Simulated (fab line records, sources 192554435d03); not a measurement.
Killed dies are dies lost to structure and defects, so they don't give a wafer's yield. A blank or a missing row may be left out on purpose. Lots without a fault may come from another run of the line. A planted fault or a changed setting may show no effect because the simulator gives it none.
Which tool did it? | flow n5_finfet | 20 lots, 60 wafers sampled, at 4 steps of a route of 1938

WHAT THE GAUGES READ, wafer by wafer
N5_FIN_SAQP_OCD_MEAS_76.
lot  | measured    | on     | trench_depth_nm (nm)
L074 | day 2 02:01 | ocd-01 | 119.1 119.8 118.9
L076 | day 2 16:21 | ocd-01 | 121.1 122.1 121.5
L077 | day 2 21:16 | ocd-02 | 120.8 120.0 119.8
L078 | day 3 03:51 | ocd-01 | 121.0 120.7 121.5
L079 | day 3 10:24 | ocd-01 | 122.7 120.1 120.1
L080 | day 3 14:53 | ocd-01 | 122.3 121.9 121.2
L081 | day 3 20:18 | ocd-02 | 122.4 120.2 119.4
L082 | day 4 02:03 | ocd-01 | 120.9 121.2 122.1
L084 | day 4 14:11 | ocd-02 | 119.1 120.5 118.4
L086 | day 5 03:25 | ocd-01 | 120.5 120.8 121.4
L087 | day 5 10:58 | ocd-01 | 121.0 119.7 119.8
L089 | day 5 22:51 | ocd-01 | 121.6 120.3 118.7
L090 | day 6 01:46 | ocd-01 | 120.1 121.7 121.1
L091 | day 6 08:26 | ocd-01 | 120.9 119.1 119.5
L092 | day 6 14:23 | ocd-01 | 122.1 121.4 120.9
L093 | day 6 21:22 | ocd-02 | 119.6 120.2 122.1
L094 | day 7 03:01 | ocd-02 | 119.4 118.1 122.2
L095 | day 7 08:53 | ocd-01 | 118.9 118.9 120.5
L096 | day 7 14:51 | ocd-01 | 119.3 120.5 119.5
L097 | day 7 20:05 | ocd-01 | 119.2 122.7 119.4

WHICH TOOL RAN EACH LOT (tool, then ch and the chambers of the sampled wafers, then the start)
lot  | N5_FIN_SAQP_PECVD_06           | N5_FIN_SAQP_ETCH_51               | N5_FIN_SAQP_ETCH_34
L074 | pecvd-04 ch 0,1,2, day 1 21:04 | rie_diel-02 ch 0,3, day 1 21:40   | rie_diel-05 ch 0,2,3, day 2 01:34
L076 | pecvd-04 ch 0,1, day 2 09:14   | rie_diel-02 ch 0,1, day 2 11:11   | rie_diel-02 ch 0,1,2, day 2 15:55
L077 | pecvd-04 ch 0,1, day 2 15:26   | rie_diel-05 ch 0,2,3, day 2 16:25 | rie_diel-05 ch 0,2,3, day 2 20:50
L078 | pecvd-01 ch 0,1, day 2 21:59   | rie_diel-03 ch 0,1,2, day 2 22:36 | rie_diel-05 ch 0,2,3, day 3 03:25
L079 | pecvd-03 ch 0,1,2, day 3 04:54 | rie_diel-02 ch 0,3, day 3 05:53   | rie_diel-03 ch 2,3, day 3 09:58
L080 | pecvd-04 ch 0,1,2, day 3 08:47 | rie_diel-02 ch 0,2, day 3 09:30   | rie_diel-05 ch 1,2, day 3 14:26
L081 | pecvd-01 ch 0,1, day 3 15:19   | rie_diel-05 ch 1,2,3, day 3 16:14 | rie_diel-03 ch 0,2,3, day 3 19:52
L082 | pecvd-01 ch 0,2, day 3 21:10   | rie_diel-02 ch 0,1,2, day 3 21:55 | rie_diel-02 ch 1,2,3, day 4 01:36
L084 | pecvd-01 ch 0,2, day 4 08:51   | rie_diel-05 ch 0,1,3, day 4 09:49 | rie_diel-02 ch 0,1,3, day 4 13:44
L086 | pecvd-04 ch 1,2, day 4 20:53   | rie_diel-05 ch 0,1,2, day 4 21:35 | rie_diel-03 ch 1,3, day 5 02:59
L087 | pecvd-03 ch 0,1,2, day 5 05:49 | rie_diel-05 ch 0,1, day 5 06:32   | rie_diel-03 ch 0,1,3, day 5 10:32
L089 | pecvd-01 ch 0,1,2, day 5 15:56 | rie_diel-05 ch 0,2,3, day 5 16:42 | rie_diel-05 ch 0,1,2, day 5 22:25
L090 | pecvd-04 ch 0,1, day 5 20:37   | rie_diel-03 ch 0,1,3, day 5 21:22 | rie_diel-02 ch 0,2,3, day 6 01:18
L091 | pecvd-03 ch 0,2, day 6 03:33   | rie_diel-05 ch 0,1,3, day 6 04:08 | rie_diel-03 ch 0,3, day 6 07:58
L092 | pecvd-01 ch 0,1, day 6 09:17   | rie_diel-05 ch 0,3, day 6 10:09   | rie_diel-02 ch 1,2,3, day 6 13:58
L093 | pecvd-04 ch 0,1,2, day 6 15:52 | rie_diel-03 ch 1,2,3, day 6 16:34 | rie_diel-03 ch 1,3, day 6 20:56
L094 | pecvd-04 ch 1,2, day 6 22:07   | rie_diel-03 ch 1,2,3, day 6 22:42 | rie_diel-02 ch 0,1, day 7 02:34
L095 | pecvd-01 ch 0,2, day 7 03:31   | rie_diel-05 ch 0,1,3, day 7 04:21 | rie_diel-02 ch 2,3, day 7 08:27
L096 | pecvd-03 ch 0,1,2, day 7 09:14 | rie_diel-02 ch 0,1,3, day 7 09:56 | rie_diel-02 ch 0,1,2, day 7 14:25
L097 | pecvd-03 ch 1, day 7 15:11     | rie_diel-02 ch 0,3, day 7 15:47   | rie_diel-02 ch 0,2,3, day 7 19:39
- N5_FIN_SAQP_PECVD_06: deposits a-Si from SiH4/He, target thk 60 nm, time 48.1 s.
- N5_FIN_SAQP_ETCH_51: etches SiARC in CF4, target depth 45.5 nm, time 75.8 s.
- N5_FIN_SAQP_ETCH_34: etches SiO2 in C4F6/O2, target depth 45 nm, time 15 s.

WHAT THE TOOLS THEMSELVES READ (means of the sampled wafers that have a number; where no wafer has one, the mark that the record gives instead)
N5_FIN_SAQP_PECVD_06.
lot  | tool     | heater_power_w (W) | showerhead_plenum_p_Torr (Torr) | throttle_valve_pct (%)
L074 | pecvd-04 | 777                | 5.63                            | 18.1
L076 | pecvd-04 | 788                | 5.63                            | 18.3
L077 | pecvd-04 | 899                | 5.64                            | 17.9
L078 | pecvd-01 | 799                | 5.68                            | 19.5
L079 | pecvd-03 | 838                | 5.65                            | 18.3
L080 | pecvd-04 | 766                | 5.63                            | 17.6
L081 | pecvd-01 | 854                | 5.72                            | 19.2
L082 | pecvd-01 | 1057               | 5.74                            | 18.9
L084 | pecvd-01 | 1033               | 5.75                            | 18.7
L086 | pecvd-04 | 703                | 5.60                            | 17.7
L087 | pecvd-03 | 835                | 5.67                            | 18.5
L089 | pecvd-01 | 962                | 5.73                            | 19.1
L090 | pecvd-04 | 912                | 5.64                            | 18.0
L091 | pecvd-03 | 807                | 5.67                            | 18.1
L092 | pecvd-01 | 875                | 5.71                            | 19.2
L093 | pecvd-04 | 854                | 5.62                            | 17.8
L094 | pecvd-04 | 738                | 5.61                            | 18.2
L095 | pecvd-01 | 1000               | 5.75                            | 18.9
L096 | pecvd-03 | 792                | 5.67                            | 18.6
L097 | pecvd-03 | 892                | 5.63                            | 18.8

N5_FIN_SAQP_ETCH_51.
lot  | tool        | drypump_motor_current_A (A) | etch_rf_on_time_s (s) | oes_product_au (a.u.) | rf_vpp_V (V) | showerhead_plenum_p_Torr (Torr) | throttle_valve_pct (%)
L074 | rie_diel-02 | 6.0                         | 74.8                  | 0.70                  | 185.6        | 2.26                            | 15.58
L076 | rie_diel-02 | 5.4                         | 76.2                  | 0.61                  | 184.1        | 2.15                            | 15.75
L077 | rie_diel-05 | 6.0                         | 75.0                  | 0.66                  | 184.7        | 2.24                            | 15.59
L078 | rie_diel-03 | 6.3                         | 76.5                  | 0.63                  | 184.2        | 2.16                            | 15.66
L079 | rie_diel-02 | 5.9                         | 75.5                  | 0.72                  | 184.6        | 2.25                            | 15.64
L080 | rie_diel-02 | 6.1                         | 75.9                  | 0.64                  | 184.9        | 2.17                            | 15.71
L081 | rie_diel-05 | 5.7                         | 75.8                  | 0.70                  | 183.6        | 2.18                            | 15.48
L082 | rie_diel-02 | 5.8                         | 76.2                  | 0.70                  | 184.1        | 2.13                            | 15.63
L084 | rie_diel-05 | 5.7                         | 75.2                  | 0.71                  | 184.6        | 2.19                            | 15.57
L086 | rie_diel-05 | 5.5                         | 74.8                  | 0.70                  | 185.6        | 2.19                            | 15.46
L087 | rie_diel-05 | 5.1                         | 76.2                  | 0.75                  | 183.8        | 2.15                            | 15.43
L089 | rie_diel-05 | 6.0                         | 75.8                  | 0.64                  | 184.7        | 2.22                            | 15.64
L090 | rie_diel-03 | 6.4                         | 76.3                  | 0.64                  | 183.8        | 2.19                            | 15.54
L091 | rie_diel-05 | 5.7                         | 75.0                  | 0.69                  | 184.9        | 2.19                            | 15.60
L092 | rie_diel-05 | 5.9                         | 75.0                  | 0.65                  | 185.5        | 2.23                            | 15.74
L093 | rie_diel-03 | 6.2                         | 76.1                  | 0.70                  | 184.8        | 2.21                            | 15.53
L094 | rie_diel-03 | 6.2                         | 76.0                  | 0.69                  | 184.6        | 2.21                            | 15.52
L095 | rie_diel-05 | 5.7                         | 75.7                  | 0.68                  | 184.2        | 2.18                            | 15.61
L096 | rie_diel-02 | 5.7                         | 75.7                  | 0.70                  | 185.3        | 2.19                            | 15.60
L097 | rie_diel-02 | 6.0                         | 75.4                  | 0.65                  | 185.1        | 2.24                            | 15.69

N5_FIN_SAQP_ETCH_34.
lot  | tool        | C4F6_flow_sccm (sccm) | drypump_motor_current_A (A) | etch_rf_on_time_s (s) | oes_product_au (a.u.) | rf_vpp_V (V) | showerhead_plenum_p_Torr (Torr) | throttle_valve_pct (%)
L074 | rie_diel-05 | 10.01                 | 6.0                         | 14.78                 | 0.67                  | 673          | 2.97                            | 21.00
L076 | rie_diel-02 | 10.01                 | 5.7                         | 14.72                 | 0.62                  | 670          | 2.83                            | 21.21
L077 | rie_diel-05 | 9.98                  | 6.0                         | 14.85                 | 0.66                  | 671          | 2.97                            | 21.01
L078 | rie_diel-05 | 10.05                 | 6.0                         | 14.78                 | 0.65                  | 670          | 2.96                            | 21.02
L079 | rie_diel-03 | 9.99                  | 5.9                         | 15.25                 | 0.62                  | 658          | 2.75                            | 21.36
L080 | rie_diel-05 | 10.00                 | 5.2                         | 14.90                 | 0.77                  | 664          | 2.85                            | 20.80
L081 | rie_diel-03 | 9.97                  | 6.1                         | 15.10                 | 0.62                  | 664          | 2.83                            | 21.21
L082 | rie_diel-02 | 9.99                  | 5.6                         | 14.94                 | 0.73                  | 667          | 2.84                            | 21.15
L084 | rie_diel-02 | 10.03                 | 5.7                         | 15.00                 | 0.73                  | 674          | 2.92                            | 21.05
L086 | rie_diel-03 | 9.96                  | 6.5                         | 15.14                 | 0.66                  | 666          | 2.92                            | 20.81
L087 | rie_diel-03 | 9.99                  | 6.4                         | 15.13                 | 0.64                  | 669          | 2.91                            | 20.94
L089 | rie_diel-05 | 10.01                 | 5.5                         | 15.04                 | 0.68                  | 667          | 2.90                            | 20.94
L090 | rie_diel-02 | 9.99                  | 6.0                         | 14.96                 | 0.66                  | 673          | 2.89                            | 21.26
L091 | rie_diel-03 | 9.98                  | 6.2                         | 14.83                 | 0.64                  | 664          | 2.87                            | 21.08
L092 | rie_diel-02 | 10.02                 | 5.6                         | 15.01                 | 0.70                  | 667          | 2.83                            | 21.18
L093 | rie_diel-03 | 10.00                 | 6.3                         | 15.03                 | 0.66                  | 662          | 2.88                            | 20.95
L094 | rie_diel-02 | 10.03                 | 5.8                         | 14.84                 | 0.69                  | 676          | 2.90                            | 21.06
L095 | rie_diel-02 | 9.99                  | 5.9                         | 14.90                 | 0.68                  | 673          | 2.90                            | 21.31
L096 | rie_diel-02 | 9.99                  | 5.7                         | 14.96                 | 0.66                  | 668          | 2.81                            | 21.16
L097 | rie_diel-02 | 10.02                 | 6.0                         | 14.95                 | 0.65                  | 674          | 2.88                            | 21.27

THE ANSWER, worked out from the rows above alone
Rule: what is usual is taken from the lots themselves. Put in order of their means at a reading, lots are off if they are a third of the lots or fewer, leave a main group of 4 or more, and stand apart from it by a gap of 3 or more times the standard deviation of the main group's means; of several such gaps the widest counts. A main group whose means are all the same, to the digits that the tables above print for the reading, isn't used. A lot without any number at a reading at which 4 lots or more have one is off too. The other lots that the step has rows for count as sound. The gauges are gone through in route order, then the tools' own readings, and for those a lot's mean is taken as printed above. The first step at which some lot is off is used, and at that step the reading that is off furthest; a lot without a number counts as furthest.
No lot is off at any reading shown: from this, nothing can be told.

WHAT THE SIMULATOR HAD PUT IN
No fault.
